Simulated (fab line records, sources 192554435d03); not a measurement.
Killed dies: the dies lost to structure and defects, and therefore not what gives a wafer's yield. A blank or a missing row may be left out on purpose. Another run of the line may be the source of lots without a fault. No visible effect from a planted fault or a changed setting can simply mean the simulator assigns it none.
Lot-split experiment || flow n5-finfet || 39 wafers read from 7 lots, route of 1938 steps

## THE SPLIT
At N5_BEOL_M3_DEP_57 (deposits SiCN from 3MS/NH3, target thk 8 nm, time 14 s), the setting target-thk-a was moved away from the recipe's 80 angstrom on 9 of the 39 wafers read, by -46.9% to +48.4%. This setting was run at the recipe's value on the other wafers.

The reading comes from the split's own step.

## THE READING
SiCN_of_BEOL_M3_DEP_57.thk-nm (the simulator's own value, which no gauge read), in nm, at N5_BEOL_M3_DEP_57 (deposits SiCN from 3MS/NH3, target thk 8 nm, time 14 s). The file does not state a usual value for it. The 30 wafers here that ran the recipe average 8.0 nm, standard deviation 0.18 nm.

{"wafer": "L075.1", "tool, chamber at the split": "pecvd-04, 1", "target-thk-a as run, angstrom": 80, "against the recipe": "recipe", "SiCN_of_BEOL_M3_DEP_57.thk-nm, nm": 8.2, "against lot-mates on the recipe": "-"}
{"wafer": "L075.2", "tool, chamber at the split": "pecvd-04, 2,0", "target-thk-a as run, angstrom": 118.7, "against the recipe": "+48.4%", "SiCN_of_BEOL_M3_DEP_57.thk-nm, nm": 11.8, "against lot-mates on the recipe": "+3.6"}
{"wafer": "L075.3", "tool, chamber at the split": "pecvd-04, 2,0", "target-thk-a as run, angstrom": 118.7, "against the recipe": "+48.4%", "SiCN_of_BEOL_M3_DEP_57.thk-nm, nm": 11.8, "against lot-mates on the recipe": "+3.6"}
{"wafer": "L075.4", "tool, chamber at the split": "pecvd-04, 0", "target-thk-a as run, angstrom": 118.7, "against the recipe": "+48.4%", "SiCN_of_BEOL_M3_DEP_57.thk-nm, nm": 12, "against lot-mates on the recipe": "+3.8"}
{"wafer": "L075.5", "tool, chamber at the split": "pecvd-04, 1", "target-thk-a as run, angstrom": 80, "against the recipe": "recipe", "SiCN_of_BEOL_M3_DEP_57.thk-nm, nm": 8.4, "against lot-mates on the recipe": "-"}
{"wafer": "L075.6", "tool, chamber at the split": "pecvd-04, 2", "target-thk-a as run, angstrom": 80, "against the recipe": "recipe", "SiCN_of_BEOL_M3_DEP_57.thk-nm, nm": 8, "against lot-mates on the recipe": "-"}
{"wafer": "L077.1", "tool, chamber at the split": "pecvd-04, 0,0,1", "target-thk-a as run, angstrom": 80, "against the recipe": "recipe", "SiCN_of_BEOL_M3_DEP_57.thk-nm, nm": 8, "against lot-mates on the recipe": "-"}
{"wafer": "L077.5", "tool, chamber at the split": "pecvd-04, 0,0,1", "target-thk-a as run, angstrom": 80, "against the recipe": "recipe", "SiCN_of_BEOL_M3_DEP_57.thk-nm, nm": 8, "against lot-mates on the recipe": "-"}
{"wafer": "L077.6", "tool, chamber at the split": "pecvd-04, 0,0,1", "target-thk-a as run, angstrom": 80, "against the recipe": "recipe", "SiCN_of_BEOL_M3_DEP_57.thk-nm, nm": 8, "against lot-mates on the recipe": "-"}
{"wafer": "L077.2", "tool, chamber at the split": "pecvd-04, 1", "target-thk-a as run, angstrom": 80, "against the recipe": "recipe", "SiCN_of_BEOL_M3_DEP_57.thk-nm, nm": 8.2, "against lot-mates on the recipe": "-"}
{"wafer": "L077.3", "tool, chamber at the split": "pecvd-04, 2", "target-thk-a as run, angstrom": 80, "against the recipe": "recipe", "SiCN_of_BEOL_M3_DEP_57.thk-nm, nm": 7.6, "against lot-mates on the recipe": "-"}
{"wafer": "L077.4", "tool, chamber at the split": "pecvd-04, 2", "target-thk-a as run, angstrom": 80, "against the recipe": "recipe", "SiCN_of_BEOL_M3_DEP_57.thk-nm, nm": 7.8, "against lot-mates on the recipe": "-"}
{"wafer": "L079.1", "tool, chamber at the split": "pecvd-04, 0,2", "target-thk-a as run, angstrom": 55.74, "against the recipe": "-30.3%", "SiCN_of_BEOL_M3_DEP_57.thk-nm, nm": 5.4, "against lot-mates on the recipe": -2.4}
{"wafer": "L079.4", "tool, chamber at the split": "pecvd-04, 0,2", "target-thk-a as run, angstrom": 55.74, "against the recipe": "-30.3%", "SiCN_of_BEOL_M3_DEP_57.thk-nm, nm": 5.4, "against lot-mates on the recipe": -2.4}
{"wafer": "L079.2", "tool, chamber at the split": "pecvd-04, 2", "target-thk-a as run, angstrom": 80, "against the recipe": "recipe", "SiCN_of_BEOL_M3_DEP_57.thk-nm, nm": 7.6, "against lot-mates on the recipe": "-"}
{"wafer": "L079.3", "tool, chamber at the split": "pecvd-04, 1", "target-thk-a as run, angstrom": 55.74, "against the recipe": "-30.3%", "SiCN_of_BEOL_M3_DEP_57.thk-nm, nm": 5.6, "against lot-mates on the recipe": -2.2}
{"wafer": "L079.5", "tool, chamber at the split": "pecvd-04, 1", "target-thk-a as run, angstrom": 80, "against the recipe": "recipe", "SiCN_of_BEOL_M3_DEP_57.thk-nm, nm": 8, "against lot-mates on the recipe": "-"}
{"wafer": "L079.6", "tool, chamber at the split": "pecvd-04, 0", "target-thk-a as run, angstrom": 80, "against the recipe": "recipe", "SiCN_of_BEOL_M3_DEP_57.thk-nm, nm": 7.8, "against lot-mates on the recipe": "-"}
{"wafer": "L082.1", "tool, chamber at the split": "pecvd-01, 1,2,0,2", "target-thk-a as run, angstrom": 80, "against the recipe": "recipe", "SiCN_of_BEOL_M3_DEP_57.thk-nm, nm": 7.8, "against lot-mates on the recipe": "-"}
{"wafer": "L082.2", "tool, chamber at the split": "pecvd-01, 1,2,0,2", "target-thk-a as run, angstrom": 80, "against the recipe": "recipe", "SiCN_of_BEOL_M3_DEP_57.thk-nm, nm": 7.8, "against lot-mates on the recipe": "-"}
{"wafer": "L082.3", "tool, chamber at the split": "pecvd-01, 1,2,0,2", "target-thk-a as run, angstrom": 80, "against the recipe": "recipe", "SiCN_of_BEOL_M3_DEP_57.thk-nm, nm": 7.8, "against lot-mates on the recipe": "-"}
{"wafer": "L082.6", "tool, chamber at the split": "pecvd-01, 1,2,0,2", "target-thk-a as run, angstrom": 80, "against the recipe": "recipe", "SiCN_of_BEOL_M3_DEP_57.thk-nm, nm": 7.8, "against lot-mates on the recipe": "-"}
{"wafer": "L082.4", "tool, chamber at the split": "pecvd-01, 0,1", "target-thk-a as run, angstrom": 80, "against the recipe": "recipe", "SiCN_of_BEOL_M3_DEP_57.thk-nm, nm": 8, "against lot-mates on the recipe": "-"}
{"wafer": "L082.5", "tool, chamber at the split": "pecvd-01, 0,1", "target-thk-a as run, angstrom": 80, "against the recipe": "recipe", "SiCN_of_BEOL_M3_DEP_57.thk-nm, nm": 8, "against lot-mates on the recipe": "-"}
{"wafer": "L084.1", "tool, chamber at the split": "pecvd-04, 1,0", "target-thk-a as run, angstrom": 80, "against the recipe": "recipe", "SiCN_of_BEOL_M3_DEP_57.thk-nm, nm": 8, "against lot-mates on the recipe": "-"}
{"wafer": "L084.5", "tool, chamber at the split": "pecvd-04, 1,0", "target-thk-a as run, angstrom": 80, "against the recipe": "recipe", "SiCN_of_BEOL_M3_DEP_57.thk-nm, nm": 8, "against lot-mates on the recipe": "-"}
{"wafer": "L084.2", "tool, chamber at the split": "pecvd-04, 0", "target-thk-a as run, angstrom": 80, "against the recipe": "recipe", "SiCN_of_BEOL_M3_DEP_57.thk-nm, nm": 7.8, "against lot-mates on the recipe": "-"}
{"wafer": "L091.1", "tool, chamber at the split": "pecvd-03, 2,1,0", "target-thk-a as run, angstrom": 80, "against the recipe": "recipe", "SiCN_of_BEOL_M3_DEP_57.thk-nm, nm": 8, "against lot-mates on the recipe": "-"}
{"wafer": "L091.2", "tool, chamber at the split": "pecvd-03, 2,1,0", "target-thk-a as run, angstrom": 80, "against the recipe": "recipe", "SiCN_of_BEOL_M3_DEP_57.thk-nm, nm": 8, "against lot-mates on the recipe": "-"}
{"wafer": "L091.3", "tool, chamber at the split": "pecvd-03, 2,1,0", "target-thk-a as run, angstrom": 80, "against the recipe": "recipe", "SiCN_of_BEOL_M3_DEP_57.thk-nm, nm": 8, "against lot-mates on the recipe": "-"}
{"wafer": "L091.4", "tool, chamber at the split": "pecvd-03, 1,2,0", "target-thk-a as run, angstrom": 80, "against the recipe": "recipe", "SiCN_of_BEOL_M3_DEP_57.thk-nm, nm": 8.2, "against lot-mates on the recipe": "-"}
{"wafer": "L091.5", "tool, chamber at the split": "pecvd-03, 1,2,0", "target-thk-a as run, angstrom": 80, "against the recipe": "recipe", "SiCN_of_BEOL_M3_DEP_57.thk-nm, nm": 8.2, "against lot-mates on the recipe": "-"}
{"wafer": "L091.6", "tool, chamber at the split": "pecvd-03, 1,2,0", "target-thk-a as run, angstrom": 80, "against the recipe": "recipe", "SiCN_of_BEOL_M3_DEP_57.thk-nm, nm": 8.2, "against lot-mates on the recipe": "-"}
{"wafer": "L094.1", "tool, chamber at the split": "pecvd-04, 1,2", "target-thk-a as run, angstrom": 42.51, "against the recipe": "-46.9%", "SiCN_of_BEOL_M3_DEP_57.thk-nm, nm": 4.2, "against lot-mates on the recipe": -3.8}
{"wafer": "L094.4", "tool, chamber at the split": "pecvd-04, 1,2", "target-thk-a as run, angstrom": 42.51, "against the recipe": "-46.9%", "SiCN_of_BEOL_M3_DEP_57.thk-nm, nm": 4.2, "against lot-mates on the recipe": -3.8}
{"wafer": "L094.2", "tool, chamber at the split": "pecvd-04, 2", "target-thk-a as run, angstrom": 80, "against the recipe": "recipe", "SiCN_of_BEOL_M3_DEP_57.thk-nm, nm": 7.8, "against lot-mates on the recipe": "-"}
{"wafer": "L094.3", "tool, chamber at the split": "pecvd-04, 0", "target-thk-a as run, angstrom": 80, "against the recipe": "recipe", "SiCN_of_BEOL_M3_DEP_57.thk-nm, nm": 8, "against lot-mates on the recipe": "-"}
{"wafer": "L094.5", "tool, chamber at the split": "pecvd-04, 1", "target-thk-a as run, angstrom": 42.51, "against the recipe": "-46.9%", "SiCN_of_BEOL_M3_DEP_57.thk-nm, nm": 4.4, "against lot-mates on the recipe": -3.6}
{"wafer": "L094.6", "tool, chamber at the split": "pecvd-04, 0", "target-thk-a as run, angstrom": 80, "against the recipe": "recipe", "SiCN_of_BEOL_M3_DEP_57.thk-nm, nm": 8.2, "against lot-mates on the recipe": "-"}
Rows listing several chambers each stand for several wafers; the file does not say which wafer went through which chamber.

FIT RESULTS
A straight line over all 39 wafers: SiCN_of_BEOL_M3_DEP_57.thk-nm changes by +0.0803 nm for each +1% of target-thk-a; r = +0.99; the points scatter about the line by 0.17 nm.
The same after taking each lot's own level away (the mean of its wafers on the recipe; 39 wafers): +0.0775 nm for each +1%; r = +1.00; scatter 0.14 nm.
That fit puts the effect of the largest move of target-thk-a on the reading at 3.7 nm.
The span of the lots' own levels, 7.80 to 8.20 nm, comes to 2.2 times the standard deviation stated above.
Hence the lot-to-lot level has little effect on the slope; both slopes agree.
Check: +3.77 nm against its lot-mates is what the line predicts for one of the wafers moved furthest among these (+48.4%) when that wafer is left out of the fit. Against them it came out at +3.6 nm.

## THESE WAFERS: OTHER SPLITS
Before the reading, these wafers also passed through other splits. Each is held against what the fit with the lots' levels taken away leaves over:
{"other split on the same wafers": "N5_DUMMY_GATE_PECVD_30 time-s", "wafers away from the commonest value": 15, "r with SiCN_of_BEOL_M3_DEP_57.thk-nm (lot level and that fit taken away)": "+0.04"}
{"other split on the same wafers": "N5_SD_EPI_N_EPI_21 epi-growth-time-s", "wafers away from the commonest value": 12, "r with SiCN_of_BEOL_M3_DEP_57.thk-nm (lot level and that fit taken away)": -0.16}
{"other split on the same wafers": "N5_BEOL_M2_CVD_47 target-thk-a", "wafers away from the commonest value": 9, "r with SiCN_of_BEOL_M3_DEP_57.thk-nm (lot level and that fit taken away)": -0.03}

## THE FILE'S OWN FIT
SiCN_of_BEOL_M3_DEP_57.thk-nm changes by +0.0775 nm for each +1% of target-thk-a, r = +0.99.
